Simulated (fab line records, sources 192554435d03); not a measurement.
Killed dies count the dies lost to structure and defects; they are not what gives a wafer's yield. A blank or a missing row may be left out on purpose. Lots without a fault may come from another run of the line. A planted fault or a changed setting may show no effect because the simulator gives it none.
The tool behind it: which one?	flow n5 finfet	72 wafers from 24 lots sampled at 6 of the route's 1938 steps

## WHAT THE GAUGES READ, wafer by wafer
Not one reading of a measure or inspect step in the record can be checked against a usual standard deviation.

## EACH LOT AND THE TOOL THAT RAN IT (in order: tool; ch and the chambers of the sampled wafers; start)
lot	N5_GATE_CUT_ETCH_47	N5_GATE_CUT_CMP_23	N5_GATE_CUT_CMP_43	N5_GATE_CUT_CMP_61	N5_MOL_CONTACT_COAG_SPUTTER_130	N5_MOL_CONTACT_COAG_STRIP_96
L074	rie metal-01 ch 0,1, day 4 17:42	cmp-01 ch 0,2,3, day 4 22:53	cmp-03 ch 1,2,3, day 4 23:13	cmp-03 ch 1,2,3, day 4 23:41	pvd sputter-02, day 5 04:55	rie diel-02 ch 0,1,2, day 5 12:04
L075	rie metal-02 ch 0,1, day 4 22:50	cmp-02 ch 0,2, day 5 05:01	cmp-01 ch 0,1,2, day 5 05:23	cmp-01 ch 0,1,2, day 5 05:49	pvd sputter-01, day 5 12:00	rie diel-04 ch 0,1,2, day 5 16:49
L076	rie metal-03 ch 0,1, day 5 05:40	cmp-03 ch 0,3, day 5 09:10	cmp-02 ch 2,3, day 5 09:34	cmp-02 ch 2,3, day 5 09:59	pvd sputter-02, day 5 14:59	rie diel-05 ch 2,3, day 5 19:23
L077	rie metal-02 ch 0,1, day 5 09:24	cmp-01 ch 0,3, day 5 11:55	cmp-02 ch 1,2, day 5 12:14	cmp-02 ch 1,2, day 5 12:43	pvd sputter-01, day 5 19:59	rie diel-04 ch 0,3, day 6 02:13
L078	rie metal-03 ch 0,1, day 5 14:24	cmp-01 ch 1,2,3, day 5 16:13	cmp-02 ch 0,2,3, day 5 16:40	cmp-02 ch 0,2,3, day 5 17:03	pvd sputter-01, day 5 23:13	rie diel-04 ch 0,3, day 6 04:32
L079	rie metal-02 ch 0,1, day 5 22:07	cmp-02 ch 2,3, day 5 23:53	cmp-02 ch 1,2, day 6 00:13	cmp-02 ch 1,2, day 6 00:41	pvd sputter-01, day 6 05:43	rie diel-04 ch 1,2, day 6 10:07
L080	rie metal-03 ch 1, day 6 03:44	cmp-01 ch 0,2,3, day 6 05:35	cmp-03 ch 0,2, day 6 05:55	cmp-03 ch 0,2, day 6 06:21	pvd sputter-01, day 6 13:30	rie diel-02 ch 0,2,3, day 6 18:01
L081	rie metal-01 ch 0,1, day 6 11:30	cmp-02 ch 0,1,2, day 6 13:22	cmp-03 ch 0,1, day 6 13:41	cmp-03 ch 0,1, day 6 14:07	pvd sputter-02, day 6 18:52	rie diel-04 ch 1,2, day 6 23:46
L082	rie metal-01 ch 0,1, day 6 17:14	cmp-03 ch 0,1, day 6 19:02	cmp-01 ch 0,1,3, day 6 19:26	cmp-01 ch 0,1,3, day 6 19:52	pvd sputter-01, day 7 02:13	rie diel-05 ch 1,2,3, day 7 06:52
L083	rie metal-02 ch 0,1, day 7 02:07	cmp-01 ch 0,1,3, day 7 03:56	cmp-01 ch 0,2, day 7 04:14	cmp-01 ch 0,2, day 7 04:43	pvd sputter-01, day 7 09:48	rie diel-04 ch 1,3, day 7 15:08
L084	rie metal-02 ch 0,1, day 7 11:08	cmp-01 ch 0,1, day 7 13:04	cmp-02 ch 0,1,2, day 7 13:35	cmp-02 ch 0,1,2, day 7 13:55	pvd sputter-03, day 8 00:10	rie diel-05 ch 0,2,3, day 8 05:18
L085	rie metal-01 ch 0, day 7 15:17	cmp-03 ch 0,1,2, day 7 17:15	cmp-02 ch 0,1,3, day 7 17:37	cmp-02 ch 0,1,3, day 7 18:03	pvd sputter-02, day 8 00:12	rie diel-02 ch 0,3, day 8 05:27
L086	rie metal-03 ch 0,1, day 7 18:14	cmp-02 ch 0,1,3, day 7 20:18	cmp-03 ch 0,1,3, day 7 20:38	cmp-03 ch 0,1,3, day 7 21:07	pvd sputter-01, day 8 02:31	rie diel-04 ch 0,1,3, day 8 07:36
L087	rie metal-02 ch 0,1, day 7 22:29	cmp-02 ch 2,3, day 8 00:34	cmp-02 ch 0,1, day 8 01:15	cmp-02 ch 0,1, day 8 01:44	pvd sputter-02, day 8 10:12	rie diel-04 ch 0,1,3, day 8 15:08
L088	rie metal-03 ch 0,1, day 8 02:29	cmp-02 ch 0,1,2, day 8 04:20	cmp-03 ch 2,3, day 8 04:40	cmp-03 ch 2,3, day 8 05:06	pvd sputter-02, day 8 12:44	rie diel-02 ch 2,3, day 8 17:23
L089	rie metal-01 ch 1, day 8 09:16	cmp-03 ch 0,1,3, day 8 11:13	cmp-01 ch 0,2, day 8 11:28	cmp-01 ch 0,2, day 8 11:57	pvd sputter-02, day 8 19:19	rie diel-02 ch 0,1,3, day 9 01:37
L090	rie metal-02 ch 0,1, day 8 10:47	cmp-03 ch 0,2,3, day 8 12:34	cmp-01 ch 0,1,2, day 8 12:54	cmp-01 ch 0,1,2, day 8 13:23	pvd sputter-02, day 8 19:28	rie diel-04 ch 0,1,2, day 9 02:56
L091	rie metal-01 ch 0,1, day 8 20:04	cmp-02 ch 0,2,3, day 8 23:55	cmp-03 ch 0,2,3, day 9 00:14	cmp-03 ch 0,2,3, day 9 00:43	pvd sputter-02, day 9 08:44	rie diel-02 ch 0,1,2, day 9 13:18
L092	rie metal-03 ch 0,1, day 9 05:14	cmp-03 ch 1,2,3, day 9 07:08	cmp-02 ch 1,2,3, day 9 07:30	cmp-02 ch 1,2,3, day 9 07:53	pvd sputter-02, day 9 15:17	rie diel-02 ch 0,3, day 9 20:32
L093	rie metal-02 ch 0,1, day 9 06:22	cmp-01 ch 0,1,2, day 9 08:08	cmp-03 ch 0,1,3, day 9 08:28	cmp-03 ch 0,1,3, day 9 08:57	pvd sputter-02, day 9 15:47	rie diel-02 ch 1,2,3, day 9 21:50
L094	rie metal-02 ch 0,1, day 9 13:21	cmp-01 ch 2,3, day 9 15:53	cmp-03 ch 1,2,3, day 9 16:23	cmp-03 ch 1,2,3, day 9 16:46	pvd sputter-01, day 9 23:18	rie diel-02 ch 1,2, day 10 04:53
L095	rie metal-02 ch 0,1, day 9 17:03	cmp-03 ch 1,3, day 9 19:28	cmp-03 ch 1,2,3, day 9 19:54	cmp-03 ch 1,2,3, day 9 20:17	pvd sputter-03, day 10 01:20	rie diel-02 ch 0,2,3, day 10 07:19
L096	rie metal-03 ch 0,1, day 9 21:51	cmp-03 ch 0,1,2, day 9 23:38	cmp-02 ch 0,2,3, day 9 23:58	cmp-02 ch 0,2,3, day 10 00:26	pvd sputter-01, day 10 08:10	rie diel-04 ch 0,1,3, day 10 13:44
L097	rie metal-03 ch 0,1, day 10 07:20	cmp-03 ch 0,3, day 10 09:06	cmp-02 ch 0,1,3, day 10 09:40	cmp-02 ch 0,1,3, day 10 09:59	pvd sputter-03, day 10 18:05	rie diel-02 ch 1,2,3, day 10 23:56
- N5_GATE_CUT_ETCH_47: etches SiO2 in Cl2/BCl3, target depth 10 nm.
- N5_GATE_CUT_CMP_23: polishes, stops on SiO2, t overpolish 23.4 s, target thk 16 nm.
- N5_GATE_CUT_CMP_43: polishes SiO2.
- N5_GATE_CUT_CMP_61: polishes, stops on SiNx, t overpolish 3 s.
- N5_MOL_CONTACT_COAG_SPUTTER_130: material Co, target thk 47.5 nm.
- N5_MOL_CONTACT_COAG_STRIP_96: strips in N2/H2.

## WHAT THE TOOLS THEMSELVES READ (means of the sampled wafers that have a number; where no wafer has one, the mark that the record gives instead)
N5_GATE_CUT_ETCH_47. Usual: drypump motor current A 5.8 A, standard deviation 0.41; he backside leak sccm 3.37 sccm, standard deviation 0.2; oes product au 0.75 a.u., standard deviation 0.12; rf fwd power W 979 W, standard deviation 3.7; throttle valve pct 22.98 %, standard deviation 0.2.
lot	tool	drypump motor current A (A)	he backside leak sccm (sccm)	oes product au (a.u.)	rf fwd power W (W)	throttle valve pct (%)	flag
L074	rie metal-01	5.3	3.48	0.65	980	23.11	
L075	rie metal-02	5.9	3.54	0.91	975	22.81	
L076	rie metal-03	6.0	3.30	0.71	974	22.92	
L077	rie metal-02	5.9	3.60	0.89	978	22.80	
L078	rie metal-03	6.0	3.18	0.78	978	23.03	
L079	rie metal-02	5.7	3.48	0.80	979	22.96	
L080	rie metal-03	6.0	3.39	0.63	977	22.80	
L081	rie metal-01	5.7	3.39	0.67	981	23.10	
L082	rie metal-01	5.7	3.41	0.67	979	23.11	
L083	rie metal-02	5.7	3.39	0.78	979	22.97	
L084	rie metal-02	5.9	3.56	0.86	977	22.81	
L085	rie metal-01	4.9	3.36	0.63	982	23.16	
L086	rie metal-03	6.0	3.12	0.70	977	22.93	
L087	rie metal-02	5.9	3.44	0.86	983	22.82	
L088	rie metal-03	6.1	3.07	0.69	978	22.94	
L089	rie metal-01	6.1	3.56	0.68	980	23.07	
L090	rie metal-02	5.9	3.70	0.84	979	22.81	
L091	rie metal-01	5.3	3.38	0.64	981	23.14	
L092	rie metal-03	6.0	3.32	0.69	973	22.93	
L093	rie metal-02	5.9	3.40	0.83	978	22.83	
L094	rie metal-02	5.7	3.47	0.76	977	22.98	
L095	rie metal-02	5.7	3.54	0.76	980	22.98	
L096	rie metal-03	6.0	3.29	0.69	982	22.95	
L097	rie metal-03	6.0	3.37	0.68	981	22.94	

N5_GATE_CUT_CMP_23. Usual: motor current A 9.3 A, standard deviation 1; overpolish run s 23.400 s, standard deviation 0.0095; time to endpoint s 19.5 s, standard deviation 2.8.
lot	tool	motor current A (A)	overpolish run s (s)	time to endpoint s (s)	flag
L074	cmp-01	8.9	23.396	20.2	
L075	cmp-02	9.4	23.404	19.1	
L076	cmp-03	8.7	23.396	20.2	
L077	cmp-01	8.9	23.388	20.9	
L078	cmp-01	9.0	23.399	19.6	
L079	cmp-02	10.0	23.402	15.8	
L080	cmp-01	8.4	23.394	20.1	
L081	cmp-02	9.2	23.402	18.2	
L082	cmp-03	9.5	23.400	20.1	
L083	cmp-01	8.5	23.399	21.3	
L084	cmp-01	8.3	23.407	26.2	
L085	cmp-03	9.9	23.395	21.5	
L086	cmp-02	9.4	23.409	17.7	
L087	cmp-02	9.7	23.406	17.1	
L088	cmp-02	8.9	23.398	16.4	
L089	cmp-03	9.5	23.389	18.6	
L090	cmp-03	9.7	23.384	21.3	
L091	cmp-02	9.7	23.396	19.7	
L092	cmp-03	10.5	23.408	18.3	
L093	cmp-01	8.2	23.406	18.9	
L094	cmp-01	8.7	23.404	20.9	
L095	cmp-03	10.1	23.396	17.1	
L096	cmp-03	9.4	23.401	19.3	
L097	cmp-03	9.6	23.401	18.4	

N5_GATE_CUT_CMP_43. Usual: motor current A reads 12.5 A (standard deviation 1.3).
lot	tool	motor current A (A)	flag
L074	cmp-03	14.1	
L075	cmp-01	11.2	
L076	cmp-02	13.2	
L077	cmp-02	12.4	
L078	cmp-02	13.1	
L079	cmp-02	11.9	
L080	cmp-03	13.6	
L081	cmp-03	11.9	
L082	cmp-01	11.1	
L083	cmp-01	10.3	
L084	cmp-02	12.0	
L085	cmp-02	12.6	
L086	cmp-03	12.9	
L087	cmp-02	11.4	
L088	cmp-03	13.9	
L089	cmp-01	10.7	
L090	cmp-01	11.1	
L091	cmp-03	13.3	
L092	cmp-02	12.9	
L093	cmp-03	12.8	
L094	cmp-03	13.7	
L095	cmp-03	14.3	
L096	cmp-02	12.8	
L097	cmp-02	12.7	

N5_GATE_CUT_CMP_61. Usual: motor current A reads 12.6 A (standard deviation 1.3).
lot	tool	motor current A (A)	flag
L074	cmp-03	13.9	
L075	cmp-01	10.8	
L076	cmp-02	13.4	
L077	cmp-02	12.4	
L078	cmp-02	12.9	
L079	cmp-02	12.0	
L080	cmp-03	13.4	
L081	cmp-03	12.2	
L082	cmp-01	11.5	
L083	cmp-01	10.6	
L084	cmp-02	12.0	
L085	cmp-02	12.4	
L086	cmp-03	12.9	
L087	cmp-02	12.1	
L088	cmp-03	14.1	
L089	cmp-01	10.8	
L090	cmp-01	11.1	
L091	cmp-03	13.3	
L092	cmp-02	12.5	
L093	cmp-03	12.6	
L094	cmp-03	14.2	
L095	cmp-03	14.2	
L096	cmp-02	12.9	
L097	cmp-02	12.5	

N5_MOL_CONTACT_COAG_SPUTTER_130. Usual: susceptor temp C 25.01 C, standard deviation 0.11; throttle valve pct 29.7 %, standard deviation 0.99.
lot	tool	susceptor temp C (C)	throttle valve pct (%)	flag
L074	pvd sputter-02	25.07	29.6	
L075	pvd sputter-01	24.91	30.1	
L076	pvd sputter-02	25.06	30.1	
L077	pvd sputter-01	25.13	30.9	
L078	pvd sputter-01	25.04	29.4	
L079	pvd sputter-01	24.88	29.5	
L080	pvd sputter-01	25.01	30.4	
L081	pvd sputter-02	25.02	30.2	
L082	pvd sputter-01	24.94	29.6	
L083	pvd sputter-01	25.06	29.1	
L084	pvd sputter-03	25.05	30.1	
L085	pvd sputter-02	25.01	29.7	
L086	pvd sputter-01	24.97	29.2	
L087	pvd sputter-02	24.91	29.4	
L088	pvd sputter-02	25.02	29.8	
L089	pvd sputter-02	24.87	29.1	
L090	pvd sputter-02	25.06	30.1	
L091	pvd sputter-02	24.90	29.9	
L092	pvd sputter-02	25.02	30.5	
L093	pvd sputter-02	25.10	29.7	
L094	pvd sputter-01	25.00	29.3	
L095	pvd sputter-03	25.03	29.7	
L096	pvd sputter-01	25.00	30.0	
L097	pvd sputter-03	24.89	29.5	

N5_MOL_CONTACT_COAG_STRIP_96. Usual: drypump motor current A 5.5 A, standard deviation 0.37; oes product au 0.78 a.u., standard deviation 0.087; rf vpp V 121.8 V, standard deviation 1.3; showerhead plenum p Torr 3.34 Torr, standard deviation 0.11; throttle valve pct 18.9 %, standard deviation 0.39.
lot	tool	drypump motor current A (A)	oes product au (a.u.)	rf vpp V (V)	showerhead plenum p Torr (Torr)	throttle valve pct (%)	flag
L074	rie diel-02	5.5	0.79	122.0	3.39	19.0	
L075	rie diel-04	5.3	0.79	121.5	3.32	18.8	
L076	rie diel-05	5.8	0.73	122.2	3.39	19.1	
L077	rie diel-04	5.7	0.72	120.6	3.21	18.9	
L078	rie diel-04	5.8	0.72	123.2	3.21	19.0	
L079	rie diel-04	5.0	0.85	121.3	3.34	18.7	
L080	rie diel-02	5.7	0.80	122.0	3.37	19.1	
L081	rie diel-04	5.1	0.78	121.8	3.39	18.9	
L082	rie diel-05	5.7	0.80	121.7	3.43	19.0	
L083	rie diel-04	5.4	0.71	122.2	3.36	19.0	
L084	rie diel-05	5.5	0.80	123.0	3.49	18.7	
L085	rie diel-02	5.6	0.77	120.3	3.29	19.3	
L086	rie diel-04	5.6	0.71	122.0	3.28	19.0	
L087	rie diel-04	5.6	0.70	121.5	3.28	19.0	
L088	rie diel-02	5.7	0.77	122.5	3.46	18.9	
L089	rie diel-02	5.3	0.83	121.8	3.34	18.9	
L090	rie diel-04	5.3	0.76	121.2	3.30	18.9	
L091	rie diel-02	5.5	0.76	121.8	3.37	19.0	
L092	rie diel-02	5.5	0.82	121.3	3.33	19.0	
L093	rie diel-02	5.4	0.82	121.8	3.43	18.7	
L094	rie diel-02	5.3	0.80	122.0	3.43	18.6	
L095	rie diel-02	5.7	0.76	122.0	3.36	19.1	
L096	rie diel-04	5.6	0.70	119.8	3.28	19.0	
L097	rie diel-02	5.4	0.80	122.8	3.42	18.7	

## THE ANSWER, worked out from the rows above alone
Rule: take the mean of a lot's wafers that have a number; if it is more than 3 standard deviations from the usual mean, the lot is off. A lot without any number at a reading at which 4 lots or more have one is off too. All remaining lots with rows at the step are treated as sound. Order of review: gauges by route order, followed by the tools' own readings, for which a lot's mean as printed above is used. The first step at which some lot is off is used, and at that step the reading that is off furthest; a lot without a number counts as furthest.
Nothing can be told from this: no lot is off at any reading shown.

## WHAT HAD BEEN PUT IN BY THE SIMULATOR
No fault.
